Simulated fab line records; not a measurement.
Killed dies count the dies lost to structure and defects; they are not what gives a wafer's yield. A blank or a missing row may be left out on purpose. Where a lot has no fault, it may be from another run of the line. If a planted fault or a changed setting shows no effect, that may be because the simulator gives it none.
Matching of chambers -- flow n5_finfet -- 3 sister chambers for N5_BEOL_M7_DEP_56 on pecvd-02
The step deposits SiCN from 3MS/NH3, target thk 10 nm, time 17.5 s. 6 wafers are shown with their chamber, then 9 later ones without.

## EACH WAFER AND ITS CHAMBER
wafer,chamber,showerhead_plenum_p_Torr (Torr),throttle_valve_pct (%)
L078.6,0,3.692,9.1
L084.1,0,3.698,9.2
L084.4,2,3.668,8.4
L086.1,1,3.660,8.7
L086.3,2,3.660,8.4
L086.4,1,3.657,8.5

## WAFERS MISSING THEIR CHAMBER
wafer,showerhead_plenum_p_Torr (Torr),throttle_valve_pct (%)
L090.1,3.662,8.2
L090.2,3.667,8.7
L090.5,3.675,9.0
L092.1,3.662,8.8
L092.3,3.677,9.0
L092.6,3.681,9.4
L097.3,3.687,9.2
L097.4,3.657,8.5
L097.6,3.658,8.4

## CHAMBER TAKEN BY EACH
wafer,from the rows above,in truth
L090.1,2,2
L090.2,can't be placed: 1 or 2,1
L090.5,can't be placed: 0 or 1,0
L092.1,1,1
L092.3,can't be placed: 0 or 1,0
L092.6,0,0
L097.3,0,0
L097.4,can't be placed: 1 or 2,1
L097.6,can't be placed: 2 or 1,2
Correctly placed: 4 of 9. Can't be placed from these rows: 5 (the true chamber is among the candidates in 5). Number placed wrongly: 0.
How it was worked out, from the rows above alone: a wafer's distance from a chamber is the root of the sum, over the readings, of the square of ((its reading less the chamber's mean) divided by the reading's scatter). The wafer belongs to the nearest chamber; if the next one is less than 2 further off, it can't be placed. A chamber's mean is the mean of its shown wafers. How the scatter is found: for the shown wafers, subtract from each reading the mean of its chamber, square and add these, divide the total by (wafers less chambers), then take the root.
